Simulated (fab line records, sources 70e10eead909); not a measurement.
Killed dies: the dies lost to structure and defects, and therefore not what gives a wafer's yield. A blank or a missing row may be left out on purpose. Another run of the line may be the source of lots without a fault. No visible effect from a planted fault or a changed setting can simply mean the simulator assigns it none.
fab line records	flow nand_harc
[record] lots = 13	wafers = 39	last_day = 24
route steps=1159 shown A_STAIRCASE@701 A_M1@1047 A_BONDPAD@1077 END@1159
lots with no fault: from the same line, run without faults
start_h: hours from the record's first day to the start of the lot's first wafer shown	wait_h: hours since the lot's step before	" same as the row above	L1.1+2: one row covering several wafers at once	- no value, or no start given	* or withheld: withheld	< > ~ a bound
route shown NAME@n: a module of which the file shows steps, and the number in the route of the first	usual: the fault-free wafers' mean and standard deviation	same: alike in all rows	chamber/n: place in a boat	sites: readings site by site	_std_site: standard deviation across them	_edge_site: mean of outer sites minus mean of inner sites	radius_mm: for every site, how far away it sits from the centre of the wafer	mask NAME#n: copy n	behind: tool/chamber where the wafer was last shaped	hold: cause of the lot's hold/its duration in hours/its outcome	device: whichever transistor did not switch (one of n, p or np)	end of line: tests of these same wafers at the route's end	for a step that has no rows: nothing shown but its recipe	killed: the dies lost at the first sort to structure and to defects; this is not the yield of the wafer	map: shows each die of a wafer: x if killed, . if not, _ if none is there
set.NAME: the setting the step ran with; set.NAME@STEP: the setting that earlier step ran with	model.NAME: the simulator's own value behind a step, which no gauge read
route steps across a sampled set of lots; one table per step, one row per wafer
services: from which hour (start_h, from the record's first day; less than 0 if before it) a tool's chamber was out of use, for how many hours, and why
[[steps]]
[step NHARC_A_STAIRCASE_DEP_417]
[recipe] target_thk_a = 600	step_coverage_pct = 20	temp_c = 400	target_thk_nm = 60	flow_sccm = 200	rf_w = 450	material = Si3N4
[usual] heater_power_w = 688/130	susceptor_temp_C = 400.03/0.24
lot.wafer	tool	chamber	start_h	wait_h	heater_power_w	susceptor_temp_C
L484.3	pecvd-03	0	264.32	-	507	399.95
L484.1	"	1	"	"	809	400.20
L484.5	"	2	"	"	605	400.47
L486.1	pecvd-03	0	268.39	-	621	400.43
L486.2	"	1	"	"	907	400.31
L486.5	"	0	"	"	624	399.87
L488.2	pecvd-03	0	274.20	-	644	399.55
L488.6	"	2	"	"	650	399.92
L488.5	"	1	"	"	936	399.99
L487.3	pecvd-01	1	276.73	-	731	400.12
L487.4	"	0	"	"	632	400.12
L487.5	"	1	"	"	729	399.71
L489.1	pecvd-01	2	295.21	-	759	400.13
L489.4	"	1	"	"	795	399.98
L489.6	"	2	"	"	751	399.68
L493.3	pecvd-01	0	312.44	-	567	399.58
L493.4	"	1	"	"	744	400.28
L493.6	"	1	"	"	755	400.02
L499.1	pecvd-03	1	354.33	-	951	400.08
L499.4	"	0	"	"	512	400.31
L499.5	"	2	"	"	585	399.83
L501.1	pecvd-01	0	357.20	-	633	400.32
L501.3	"	2	"	"	750	399.77
L501.5	"	0	"	"	644	399.93
L502.2	pecvd-02	1	361.96	-	574	400.03
L502.1	"	0	"	"	491	400.24
L502.4	"	2	"	"	837	400.14
L500.1	pecvd-03	2	363.10	-	644	400.27
L500.2	"	1	"	"	972	399.92
L500.4	"	0	"	"	616	400.02
L503.3	pecvd-02	1	365.32	-	518	400.21
L503.1	"	2	"	"	809	399.41
L503.2	"	0	"	"	522	400.03
L504.3	pecvd-01	2	380.04	-	772	400.04
L504.1	"	1	"	"	803	399.84
L504.5	"	0	"	"	673	400.32
L505.2	pecvd-02	1	392.79	-	495	399.77
L505.4	"	0	"	"	553	400.02
L505.5	"	2	"	"	709	399.78
[step NHARC_A_M1_PRE_CLEAN_30]
[recipe] time_s = 30	temp_c = 280	gas = H2/He
[usual] heater_power_w = 430/36	susceptor_temp_C = 279.97/0.19
[same] time_s = 30
lot.wafer	tool	chamber	start_h	wait_h	heater_power_w	susceptor_temp_C
L484.3	pvd_sputter-03	-	-	-	452	279.79
L484.1	"	-	"	"	463	280.04
L484.5	"	-	"	"	474	280.22
L488.2	pvd_sputter-01	-	-	-	467	279.56
L488.5	"	-	"	"	377	279.87
L488.6	"	-	"	"	381	280.12
L486.2	pvd_sputter-02	-	-	-	442	280.12
L486.1	"	-	"	"	430	280.09
L486.5	"	-	"	"	436	280.25
L487.4	pvd_sputter-03	-	-	-	470	279.78
L487.3	"	-	"	"	448	280.12
L487.5	"	-	"	"	445	279.69
L489.4	pvd_sputter-02	-	-	-	451	-
L489.1	"	-	"	"	428	-
L489.6	"	-	"	"	449	-
L493.4	pvd_sputter-01	-	-	-	378	279.82
L493.3	"	-	"	"	373	279.84
L493.6	"	-	"	"	387	279.63
L500.4	pvd_sputter-01	-	-	-	357	279.56
L500.1	"	-	"	"	389	280.16
L500.2	"	-	"	"	380	279.92
L501.1	pvd_sputter-03	-	-	-	386	279.93
L501.3	"	-	"	"	462	280.02
L501.5	"	-	"	"	459	279.89
L499.1	pvd_sputter-03	-	-	-	480	279.84
L499.4	"	-	"	"	473	279.99
L499.5	"	-	"	"	472	279.73
L502.2	pvd_sputter-03	-	-	-	469	279.79
L502.4	"	-	"	"	473	279.95
L502.1	"	-	"	"	377	280.48
L503.2	pvd_sputter-03	-	-	-	376	280.03
L503.3	"	-	"	"	474	280.19
L503.1	"	-	"	"	477	280.49
L504.3	pvd_sputter-02	-	-	-	431	279.64
L504.1	"	-	"	"	437	279.96
L504.5	"	-	"	"	447	280.17
L505.4	pvd_sputter-01	-	-	-	442	280.13
L505.2	"	-	"	"	379	280.00
L505.5	"	-	"	"	405	280.06
[step NHARC_A_M1_PVD_20]
[recipe] target_thk_a = 50	bias_v = 168.6	power_w = 15000	chamber_pressure_pa = 0.12	time_s = 8.06	substrate_temp_c = 50	material = TaN
[usual] throttle_valve_pct = 29.9/0.83
[same] time_s = 8.06
lot.wafer	tool	chamber	start_h	wait_h	throttle_valve_pct
L484.3	pvd_sputter-03	-	-	-	28.7
L484.1	"	-	"	"	30.0
L484.5	"	-	"	"	29.5
L488.2	pvd_sputter-01	-	-	-	29.5
L488.6	"	-	"	"	31.0
L488.5	"	-	"	"	30.5
L486.1	pvd_sputter-02	-	-	-	32.1
L486.2	"	-	"	"	29.2
L486.5	"	-	"	"	29.2
L487.3	pvd_sputter-03	-	-	-	29.9
L487.4	"	-	"	"	28.9
L487.5	"	-	"	"	29.9
L489.1	pvd_sputter-02	-	-	-	30.1
L489.4	"	-	"	"	32.3
L489.6	"	-	"	"	30.4
L493.4	pvd_sputter-01	-	-	-	30.5
L493.3	"	-	"	"	31.0
L493.6	"	-	"	"	30.1
L500.2	pvd_sputter-01	-	-	-	30.1
L500.4	"	-	"	"	29.7
L500.1	"	-	"	"	29.6
L501.3	pvd_sputter-03	-	-	-	30.2
L501.1	"	-	"	"	29.0
L501.5	"	-	"	"	29.7
L499.4	pvd_sputter-03	-	-	-	29.6
L499.1	"	-	"	"	28.7
L499.5	"	-	"	"	30.4
L502.2	pvd_sputter-03	-	-	-	29.9
L502.1	"	-	"	"	29.5
L502.4	"	-	"	"	28.6
L503.3	pvd_sputter-03	-	-	-	29.5
L503.1	"	-	"	"	30.0
L503.2	"	-	"	"	28.5
L504.1	pvd_sputter-02	-	-	-	28.9
L504.3	"	-	"	"	30.1
L504.5	"	-	"	"	29.1
L505.2	pvd_sputter-01	-	-	-	30.4
L505.4	"	-	"	"	30.0
L505.5	"	-	"	"	30.0
[step NHARC_A_BONDPAD_ETCH_12]
[recipe] target_depth_a = 2200	time_s = 110	chf3_flow_sccm = 50	o2_flow_sccm = 10	ar_flow_sccm = 200	rf_w = 500	bias_w = 200	chemistry = CHF3/O2
[usual] drypump_motor_current_A = 5.63/0.17	oes_product_au = 0.948/0.023	rf_vpp_V = 371.6/2.2	showerhead_plenum_p_Torr = 2.46/0.086	throttle_valve_pct = 20.572/0.0089
[same] time_s = 110
lot.wafer	tool	chamber	start_h	wait_h	drypump_motor_current_A	oes_product_au	rf_hours_counter_h	rf_vpp_V	showerhead_plenum_p_Torr	throttle_valve_pct
L484.1	rie_diel-03	3	-	-	5.51	0.942	1	369.5	2.42	20.589
L484.3	"	0	"	"	5.46	0.956	1	372.7	2.52	20.570
L484.5	"	1	"	"	5.43	0.954	-	372.8	2.52	20.576
L488.2	rie_diel-03	3	-	-	5.50	0.958	1	371.0	2.42	20.562
L488.5	"	1	"	"	5.45	0.984	-	373.3	2.52	20.567
L488.6	"	2	"	"	5.75	0.969	-	373.2	2.55	20.579
L486.2	rie_diel-07	0	-	-	5.87	0.979	0	368.2	2.30	20.579
L486.1	"	2	"	"	5.87	0.956	0	371.1	2.43	20.562
L486.5	"	0	"	"	5.86	0.974	-	369.0	2.30	20.560
L487.3	rie_diel-03	1	-	-	5.48	0.962	1	373.7	2.52	20.570
L487.4	"	0	"	"	5.48	0.953	1	373.7	2.52	20.570
L487.5	"	2	"	"	5.78	0.972	-	374.3	2.55	20.566
L489.1	rie_diel-03	1	-	-	5.47	0.972	2	374.2	2.52	20.562
L489.4	"	2	"	"	5.73	0.975	2	372.9	2.55	20.573
L489.6	"	1	"	"	5.44	0.979	-	372.2	2.52	20.577
L493.4	rie_diel-07	3	-	-	5.57	0.929	9	370.8	2.42	20.590
L493.3	"	0	"	"	5.87	0.924	9	369.2	2.29	20.565
L493.6	"	2	"	"	5.83	0.916	-	370.2	2.42	20.570
L500.4	rie_diel-03	3	-	-	5.49	0.924	4	371.0	2.41	20.566
L500.2	"	0	"	"	5.45	0.911	4	372.7	2.52	20.569
L500.1	"	1	"	"	5.45	0.924	4	372.7	2.52	20.574
L501.1	rie_diel-03	2	-	-	5.73	0.968	4	373.6	2.54	20.579
L501.3	"	3	"	"	5.49	0.978	4	370.3	2.41	20.572
L501.5	"	2	"	"	5.73	0.959	-	374.1	2.54	20.566
L499.1	rie_diel-03	0	-	-	5.50	0.959	4	372.7	2.52	20.567
L499.4	"	1	"	"	5.42	0.968	4	373.0	2.52	20.588
L499.5	"	3	"	"	5.49	0.973	-	370.0	2.41	20.557
L502.2	rie_diel-01	1	-	-	5.93	0.972	3	374.8	2.57	20.564
L502.1	"	2	"	"	5.69	0.972	3	365.3	2.29	20.573
L502.4	"	3	"	"	5.76	0.954	2	369.5	2.35	20.566
L503.3	rie_diel-03	2	-	-	5.74	0.979	5	374.1	2.54	20.582
L503.1	"	0	"	"	5.49	0.964	5	372.7	2.52	20.580
L503.2	"	1	"	"	5.48	0.969	5	373.3	2.52	20.558
L504.3	rie_diel-07	2	-	-	5.86	0.927	20	370.2	2.42	20.582
L504.1	"	0	"	"	5.84	0.926	21	368.9	2.29	20.584
L504.5	"	3	"	"	5.56	0.930	-	370.6	2.42	20.578
L505.4	rie_diel-03	0	-	-	5.48	0.972	6	373.2	2.52	20.559
L505.2	"	3	"	"	5.50	0.962	6	371.4	2.41	20.576
L505.5	"	0	"	"	5.49	0.975	-	372.6	2.52	20.555
[step NHARC_END_SORT_01]
[recipe] temp_c = 25
[usual] killed_at_array = 28/11	killed_at_other = 0.8/1.3	killed_at_periphery = 3.6/2.5	killed_dies = 32/11	killed_open = 3.0/1.8	killed_short = 2.0/1.5
[same] gross_dies = 677
lot.wafer	tool	chamber	start_h	wait_h	killed_at_array	killed_at_other	killed_at_periphery	killed_dies	killed_open	killed_short
L500.1	prober-01	0	531.18	2.5	102	0	2	104	4	4
L500.2	prober-01	0	531.99	2.8	123	0	5	128	6	0
L500.4	prober-01	0	533.61	3.4	66	0	1	67	3	4
L499.1	prober-01	0	540.05	2.5	128	0	3	131	3	5
L499.4	prober-01	0	542.46	3.4	78	1	6	85	4	2
L499.5	prober-01	0	543.26	3.7	103	1	1	105	2	3
// killed by level:class
L500.1 A_STAIRCASE:unspecified=68 A_CHANNEL_HOLE_D1:chamber_film_flake=20 A_STAIRCASE:chamber_film_flake=3 A_CONTACT:geometric_particle:short=2 A_CONTACT:chamber_film_flake=2 P_GATE:geometric_particle:short=1 P_GATE:geometric_particle:open=1 A_SOURCE_PLATE:geometric_particle:open=1
L500.2 A_STAIRCASE:unspecified=92 A_CHANNEL_HOLE_D1:chamber_film_flake=12 A_STAIRCASE:chamber_film_flake=5 A_CONTACT:chamber_film_flake=5 A_WL_FILL:geometric_particle:open=4 P_GATE:chamber_film_flake=2 P_M1:chamber_film_flake=2 A_WL_FILL:chamber_film_flake=2
L500.4 A_STAIRCASE:unspecified=41 A_CHANNEL_HOLE_D1:chamber_film_flake=12 A_WL_FILL:geometric_particle:short=2 A_STAIRCASE:chamber_film_flake=2 A_WL_FILL:chamber_film_flake=2 A_CONTACT:chamber_film_flake=2 A_SOURCE_PLATE:geometric_particle:open=1 A_CHANNEL_FILL_D1:geometric_particle:short=1
L499.1 A_STAIRCASE:unspecified=97 A_SLIT:chamber_film_flake=12 A_CHANNEL_HOLE_D1:chamber_film_flake=5 A_CONTACT:chamber_film_flake=5 A_SGD_CUT:geometric_particle:short=2 A_CONTACT:geometric_particle:open=2 A_CHANNEL_FILL_D1:chamber_film_flake=2 P_CONTACT:geometric_particle:short=1
L499.4 A_STAIRCASE:unspecified=42 A_SLIT:chamber_film_flake=16 A_CHANNEL_HOLE_D1:chamber_film_flake=5 A_CHANNEL_FILL_D1:chamber_film_flake=4 A_STAIRCASE:chamber_film_flake=4 A_CONTACT:chamber_film_flake=4 A_CONTACT:geometric_particle:open=2 P_M1:chamber_film_flake=2
L499.5 A_STAIRCASE:unspecified=65 A_SLIT:chamber_film_flake=20 A_CHANNEL_HOLE_D1:chamber_film_flake=7 A_CHANNEL_FILL_D1:chamber_film_flake=2 A_STAIRCASE:chamber_film_flake=2 A_CONTACT:chamber_film_flake=2 A_ONON_D1:geometric_particle:open=1 A_CHANNEL_FILL_D1:geometric_particle:short=1
[[services]]
tool	chamber	start_h	hours	kind
rie_diel-07	2	245.51	4.1	repair
pecvd-01	1	255.98	9.8	repair
pvd_sputter-02	-	260.91	2.1	repair
rie_diel-03	3	277.22	1.8	repair
pvd_sputter-03	-	280.08	10.0	pm
pvd_sputter-01	-	285.84	1.5	repair
pecvd-03	-	292.21	13.0	pm
pvd_sputter-01	-	299.79	1.5	repair
rie_diel-03	2	305.16	1.2	repair
pecvd-01	2	310.26	4.6	repair
pvd_sputter-01	-	331.34	1.7	repair
pvd_sputter-01	-	336.00	10.0	pm
pvd_sputter-01	-	357.46	15.6	repair
rie_diel-03	2	364.58	3.6	repair
pvd_sputter-02	-	392.00	10.0	pm
rie_diel-03	-	392.30	9.0	pm
pecvd-01	-	418.18	13.0	pm
pvd_sputter-03	-	458.08	10.0	pm
pecvd-03	-	473.36	13.0	pm
pvd_sputter-02	-	477.55	1.4	repair
pecvd-03	-	505.78	0.6	repair
pvd_sputter-01	-	514.00	10.0	pm
pecvd-01	1	517.29	5.0	repair
rie_diel-03	-	523.65	0.4	repair
[[key]]
[first_sign] step = NHARC_END_SORT_01	reading = killed_at_array	direction = up	sigmas = 6.9	usual = 28	struck = 100
[effect] step = NHARC_END_SORT_01	reading = killed_dies	direction = up	sigmas = 6.4	usual = 32	struck = 103
[more_kills_born_at] NHARC_A_STAIRCASE_DEP_417@pecvd-03 = 405
met_at NHARC_A_STAIRCASE_DEP_417
struck_lots L499,L500
tester_left_out L499,L500
not_acting_at NHARC_A_M1_PRE_CLEAN_30,NHARC_A_M1_PVD_20,NHARC_A_BONDPAD_ETCH_12
onset_between 274.20 354.33
[fault] kind = chamber_particle_source	tool = pecvd-03	chamber = -	onset_h = 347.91	steps = NHARC_A_STAIRCASE_DEP_417	rate_per_visit_cm2 = 1.1952	end_h = 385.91
// tester_left_out: of these lots the tester's yield and bins aren't shown, on N5 and GAA mostly nor the transistor test; their killed dies are dies lost to structure and defects alone, not to doping, threshold or leakage, so they don't give the yield
